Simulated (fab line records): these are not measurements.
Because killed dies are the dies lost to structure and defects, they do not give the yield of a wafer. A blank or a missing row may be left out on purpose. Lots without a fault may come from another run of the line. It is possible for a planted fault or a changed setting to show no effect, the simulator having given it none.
The tool behind it: which one?    flow nand harc    35 wafers from 13 lots sampled at 6 of the route's 1302 steps

WHAT EACH GAUGE READ, for each wafer
NHARC_A_CHANNEL_HOLE_D2_CD_MEAS_18. Usual: cd nm reads 98.7 nm (standard deviation 2.2).
lot   measured      on         cd nm (nm)         flag
L741  day 12 23:17  cd sem-03  96.9 99.5 103.2    
L742  day 13 16:45  cd sem-01  98.6 101.4 99.7    
L743  day 13 17:42  cd sem-03  102.2 96.8 102.3   
L748  day 16 03:00  cd sem-02  98.3               
L749  day 16 16:37  cd sem-02  99.6               
L756  day 18 20:07  cd sem-03  98.2 98.4 97.5     
L757  day 19 22:24  cd sem-03  98.6 100.0 99.4    
L758  day 20 10:01  cd sem-02  100.0 100.5 101.7  
L759  day 20 11:33  cd sem-03  104.5 99.3 102.4   
L760  day 21 01:54  cd sem-01  99.6 93.9 99.3     
L761  day 21 02:04  cd sem-01  97.7 97.8 101.6    
L763  day 22 03:07  cd sem-01  98.9 97.7 98.1     
L764  day 23 00:28  cd sem-01  99.7 99.4 99.7     

NHARC_A_CHANNEL_HOLE_D2_INSPECT_40. Usual: raw defect count reads 280 (standard deviation 95).
lot   measured      on                 raw defect count  flag
L741  day 13 07:46  defect inspect-02  401 353 303       
L742  day 13 22:31  defect inspect-01  379 381 385       
L743  day 14 01:44  defect inspect-01  169 144 201       
L748  day 16 11:08  defect inspect-01  1207 1205         OFF
L749  day 16 23:54  defect inspect-02  1317 1335         OFF
L756  day 19 01:55  defect inspect-02  213 267 299       
L757  day 20 04:11  defect inspect-02  150 168 191       
L758  day 20 16:51  defect inspect-01  217 216 230       
L759  day 20 17:51  defect inspect-01  281 218 276       
L760  day 21 07:41  defect inspect-01  212 351 257       
L761  day 21 09:29  defect inspect-02  212 244 267       
L763  day 22 08:53  defect inspect-01  287 253 223       
L764  day 23 06:15  defect inspect-02  179 237 249       

NHARC_END_SORT_01. Usual: killed at array 55, standard deviation 15; killed at other 1.0, standard deviation 1.2; killed at periphery 3.4, standard deviation 2.2; killed dies 59, standard deviation 15; killed open 3.2, standard deviation 2; killed short 2.5, standard deviation 1.7.
lot   measured      on         killed at array  killed at other  killed at periphery  killed dies  killed open  killed short  flag
L748  day 29 08:51  prober-01  127              0                4                    131          5            5             OFF
L749  day 28 10:28  prober-01  147              1                2                    150          4            2             OFF

WHAT TOOL EACH LOT RAN ON (gives the tool, then ch and the chambers of the sampled wafers, and finally the start)
lot   NHARC_A_CHANNEL_HOLE_D2_ETCH_24   NHARC_A_CHANNEL_HOLE_D2_ETCH_27   NHARC_A_CHANNEL_FILL_D2_ALD_15
L741  har etch-02 ch 0,1, day 13 04:10  har etch-02 ch 0,1, day 13 06:02  ald sin batch-02 ch 0, no start
L742  har etch-02 ch 0,1, day 13 18:57  har etch-02 ch 0,1, day 13 20:48  ald sin batch-03 ch 0, no start
L743  har etch-01 ch 0,1, day 13 22:08  har etch-01 ch 0,1, day 14 00:00  ald sin batch-01 ch 0, no start
L748  har etch-01 ch 1, day 16 07:56    har etch-01 ch 1, day 16 09:29    ald sin batch-02 ch 0, day 29 08:51 or earlier
L749  har etch-01 ch 1, day 16 20:58    har etch-01 ch 1, day 16 22:20    ald sin batch-03 ch 0, day 17 12:17
L756  har etch-02 ch 0,1, day 18 22:19  har etch-02 ch 0,1, day 19 00:10  ald sin batch-01 ch 0, no start
L757  har etch-02 ch 0,1, day 20 00:37  har etch-02 ch 0,1, day 20 02:27  ald sin batch-01 ch 0, no start
L758  har etch-02 ch 1, day 20 13:16    har etch-02 ch 1, day 20 15:07    ald sin batch-01 ch 0, no start
L759  har etch-01 ch 0,1, day 20 14:24  har etch-01 ch 0,1, day 20 16:09  ald sin batch-01 ch 0, no start
L760  har etch-01 ch 0,1, day 21 04:07  har etch-01 ch 0,1, day 21 05:58  ald sin batch-01 ch 0, no start
L761  har etch-02 ch 0,1, day 21 06:02  har etch-02 ch 0,1, day 21 07:46  ald sin batch-01 ch 0, no start
L763  har etch-01 ch 0, day 22 05:19    har etch-01 ch 0, day 22 07:10    ald sin batch-02 ch 0, no start
L764  har etch-02 ch 0,1, day 23 02:41  har etch-02 ch 0,1, day 23 04:31  ald sin batch-01 ch 0, no start
- NHARC_A_CHANNEL_HOLE_D2_ETCH_24: etches the open film in C4F8/O2/Ar, time 906.2 s, target depth 1500 nm.
- NHARC_A_CHANNEL_HOLE_D2_ETCH_27: etches the open film in C4F8/O2/Ar, time 90 s, target depth 400 nm.
- NHARC_A_CHANNEL_FILL_D2_ALD_15: deposits SiNx, target thk 2 nm, pulse time 60 s, ald cycles 19.

WHAT THE TOOLS THEMSELVES READ (means of the sampled wafers that have a number; where no wafer has one, the mark that the record gives instead)
NHARC_A_CHANNEL_HOLE_D2_ETCH_24. Usual: drypump motor current A 5.82 A, standard deviation 0.15; showerhead plenum p Torr 3.68 Torr, standard deviation 0.19; throttle valve pct 32.234 %, standard deviation 0.0093.
lot   tool         drypump motor current A (A)  showerhead plenum p Torr (Torr)  throttle valve pct (%)  flag
L741  har etch-02  5.75                         3.44                             32.237                  
L742  har etch-02  5.85                         3.48                             32.235                  
L743  har etch-01  5.92                         3.63                             32.226                  
L748  har etch-01  5.69                         3.48                             32.226                  
L749  har etch-01  5.68                         3.48                             32.243                  
L756  har etch-02  5.75                         3.91                             32.250                  
L757  har etch-02  5.76                         3.90                             32.228                  
L758  har etch-02  5.64                         3.89                             32.229                  
L759  har etch-01  5.93                         3.57                             32.238                  
L760  har etch-01  5.92                         3.57                             32.236                  
L761  har etch-02  5.84                         3.89                             32.230                  
L763  har etch-01  6.02                         3.62                             32.237                  
L764  har etch-02  5.73                         3.88                             32.228                  

NHARC_A_CHANNEL_HOLE_D2_ETCH_27. Usual: drypump motor current A 5.82 A, standard deviation 0.15; showerhead plenum p Torr 3.72 Torr, standard deviation 0.2; throttle valve pct 27.619 %, standard deviation 0.0092.
lot   tool         drypump motor current A (A)  showerhead plenum p Torr (Torr)  throttle valve pct (%)  flag
L741  har etch-02  5.73                         3.48                             27.612                  
L742  har etch-02  5.84                         3.51                             27.618                  
L743  har etch-01  5.95                         3.67                             27.621                  
L748  har etch-01  5.72                         3.52                             27.615                  
L749  har etch-01  5.72                         3.51                             27.601                  
L756  har etch-02  5.74                         3.96                             27.617                  
L757  har etch-02  5.75                         3.95                             27.610                  
L758  har etch-02  5.64                         3.94                             27.622                  
L759  har etch-01  5.92                         3.61                             27.625                  
L760  har etch-01  5.91                         3.61                             27.628                  
L761  har etch-02  5.85                         3.94                             27.608                  
L763  har etch-01  6.01                         3.66                             27.626                  
L764  har etch-02  5.74                         3.93                             27.627                  

NHARC_A_CHANNEL_FILL_D2_ALD_15. Usual: precursor pulse height rel 0.999, standard deviation 0.02; susceptor temp C 629.9 C, standard deviation 0.3.
lot   tool              precursor pulse height rel  susceptor temp C (C)  flag
L741  ald sin batch-02  1.017                       630.2                 
L742  ald sin batch-03  1.003                       -                     OFF
L743  ald sin batch-01  1.014                       630.3                 
L748  ald sin batch-02  0.993                       629.8                 
L749  ald sin batch-03  1.006                       -                     OFF
L756  ald sin batch-01  1.004                       -                     OFF
L757  ald sin batch-01  1.006                       629.7                 
L758  ald sin batch-01  0.986                       -                     OFF
L759  ald sin batch-01  0.984                       -                     OFF
L760  ald sin batch-01  1.001                       -                     OFF
L761  ald sin batch-01  0.973                       -                     OFF
L763  ald sin batch-02  0.995                       629.7                 
L764  ald sin batch-01  1.011                       630.0                 

THE ANSWER, worked out from the rows above alone
Rule: lot off if the mean of its wafers having a number is beyond 3 standard deviations from the usual mean. A lot without any number at a reading at which 4 lots or more have one is off too. All remaining lots with rows at the step are treated as sound. Order of review: gauges by route order, followed by the tools' own readings, for which a lot's mean as printed above is used. At the first step where some lot is off, the reading lying furthest off is the one used; lots without a number count as furthest.
Off at NHARC_A_CHANNEL_HOLE_D2_INSPECT_40 (raw defect count): L748, L749.
If a tool, at a process step before that reading, ran all the lots that are off and no sound lot after the first of them, it fits. Not tried: the gauges at NHARC_A_CHANNEL_HOLE_D2_INSPECT_40; whatever is off there is also off at NHARC_END_SORT_01, on other tools, and gauge error can't account for it. Of those tried, none fits.

WHAT THE SIMULATOR PUT IN
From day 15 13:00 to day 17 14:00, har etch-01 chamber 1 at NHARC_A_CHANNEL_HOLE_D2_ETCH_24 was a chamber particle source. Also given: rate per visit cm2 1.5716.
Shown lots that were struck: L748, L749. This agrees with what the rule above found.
